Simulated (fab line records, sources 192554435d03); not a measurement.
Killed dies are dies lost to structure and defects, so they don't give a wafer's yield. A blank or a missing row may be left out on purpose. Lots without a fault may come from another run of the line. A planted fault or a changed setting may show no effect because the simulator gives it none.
Problem report in the 8D (eight disciplines) form, filled by code | flow n5_finfet | the parts of the form that need people (team, actions taken, sign-off) are left out

1. THE PROBLEM
spin_speed_rpm at N5_MOL_CONTACT_COAG_COAT_76 reads a mean of 1455.0 rpm on 6 wafers of 2 lots; wafers without a fault read 1500.2 rpm with a standard deviation of 0.88. That is -51 standard deviations from the usual mean.
The step: time 60 s, resist thk 10 nm.
First seen on wafer L725.3, day 8 10:49, on litho_track-05. The record holds 27 wafers of 9 lots with a number at this step. Rule for "out", or "out of limits": more than 4 standard deviations from the usual mean. The other wafers with a number count as sound.

2. WHAT IT IS AND WHAT IT IS NOT
question                    | is                     | is not
which readings at this step | spin_speed_rpm         | -
which lots                  | L725, L727             | L713, L714, L715, L718, L721, L723, L724
which wafers of those lots  | all that have a number | -
read on which tools         | litho_track-05         | litho_track-02
when                        | from day 8 10:49       | up to then (21 sound wafers)

3. SUSPECTS, AND WHAT RULES EACH OUT
Counting: a tool at a process step up to the reading stays a suspect if it ran every lot that is out and no sound lot after the first of them.
- cvd_co-01 at N5_MOL_CONTACT_COAG_CO_FILL_22 (material Co, precursor CCTBA/H2, target thk 20 nm): kept. It ran every lot that is out, first L725 (day 8 03:24), and no sound lot after that; its last sound lot up to then is L723 (day 7 12:28).
- litho_track-05 at N5_MOL_CONTACT_COAG_COAT_76 (time 60 s, resist thk 10 nm): kept. It ran every lot that is out, first L725 (day 8 10:49), and no sound lot after that; its last sound lot up to then is L723 (day 7 18:38). Its own readings are out on those wafers: spin_speed_rpm.
Left after counting: cvd_co-01 at N5_MOL_CONTACT_COAG_CO_FILL_22, litho_track-05 at N5_MOL_CONTACT_COAG_COAT_76.

4. THE CAUSE (what the simulator had put in)
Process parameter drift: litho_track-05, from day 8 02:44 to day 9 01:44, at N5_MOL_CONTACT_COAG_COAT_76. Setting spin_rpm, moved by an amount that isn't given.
Counting left 2 suspects, and this tool is among them.

5. THE CHAIN OF EFFECTS, in route order
Each row: a reading whose mean over the struck wafers that have a number lies more than 3 standard deviations from the usual. Only readings for which the record gives a usual standard deviation are gone through. hours: the time from each lot's start at the first step in this table that gives one to its start at this step, as a median over the lots. sigmas: the change in usual standard deviations.
hours | step                        | reading        | usual      | on struck wafers | change | sigmas
0     | N5_MOL_CONTACT_COAG_COAT_76 | spin_speed_rpm | 1500.2 rpm | 1455.0           | -45.2  | -51
The process steps in it:
- N5_MOL_CONTACT_COAG_COAT_76: time 60 s, resist thk 10 nm.
Later measuring or inspecting steps at which every struck wafer that the step has a row for has a number for every such reading, and none has moved that far: N5_BEOL_M4_RC_MEAS_101.

6. WHAT WOULD HAVE CAUGHT IT SOONER
In this record the first reading out of limits was taken at day 8 10:49, 8 hours after the fault began at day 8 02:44.
